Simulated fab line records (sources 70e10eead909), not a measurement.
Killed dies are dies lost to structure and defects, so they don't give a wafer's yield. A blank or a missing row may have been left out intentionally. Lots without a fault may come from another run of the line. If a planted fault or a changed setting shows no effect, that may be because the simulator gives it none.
Matching of chambers + flow nand harc + 3 sister chambers for NHARC_A_SLIT_DEP_23 on pecvd-01
The step deposits SiON, target thk 100 nm. 3 wafers are shown with their chamber, then 8 later ones without.

== WAFERS, EACH WITH ITS CHAMBER ==
| wafer  | chamber | heater power w (W) |
|--------|---------|--------------------|
| L084.4 | 1       | 700                |
| L087.4 | 0       | 650                |
| L092.1 | 2       | 912                |

== WAFERS WITHOUT THEIR CHAMBER ==
| wafer  | heater power w (W) |
|--------|--------------------|
| L092.2 | 682                |
| L092.5 | 913                |
| L094.2 | 774                |
| L094.3 | 649                |
| L094.4 | 669                |
| L097.3 | 862                |
| L097.5 | 594                |
| L097.6 | 875                |

== EACH ONE'S CHAMBER ==
| wafer  | from the rows above          | in truth |
|--------|------------------------------|----------|
| L092.2 | can't be placed: 1 or 0      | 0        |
| L092.5 | 2                            | 2        |
| L094.2 | can't be placed: 1 or 0 or 2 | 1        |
| L094.3 | can't be placed: 0 or 1      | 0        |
| L094.4 | can't be placed: 0 or 1      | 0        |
| L097.3 | 2                            | 2        |
| L097.5 | can't be placed: 0 or 1      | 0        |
| L097.6 | 2                            | 2        |
Correctly placed: 3 of 8. From these rows, 5 cannot be placed; in 5 the true chamber is one of the candidates. Number placed wrongly: 0.
How it was worked out, from the rows above alone: a wafer's distance from a chamber is the root of the sum, over the readings, of the square of ((its reading less the chamber's mean) divided by the reading's scatter). The wafer belongs to the nearest chamber; if the next one is less than 2 further off, it can't be placed. A chamber's mean is the mean of its shown wafers. The scatter: root of mean squared gap, hidden wafer to nearest shown wafer, with one shown wafer a chamber.
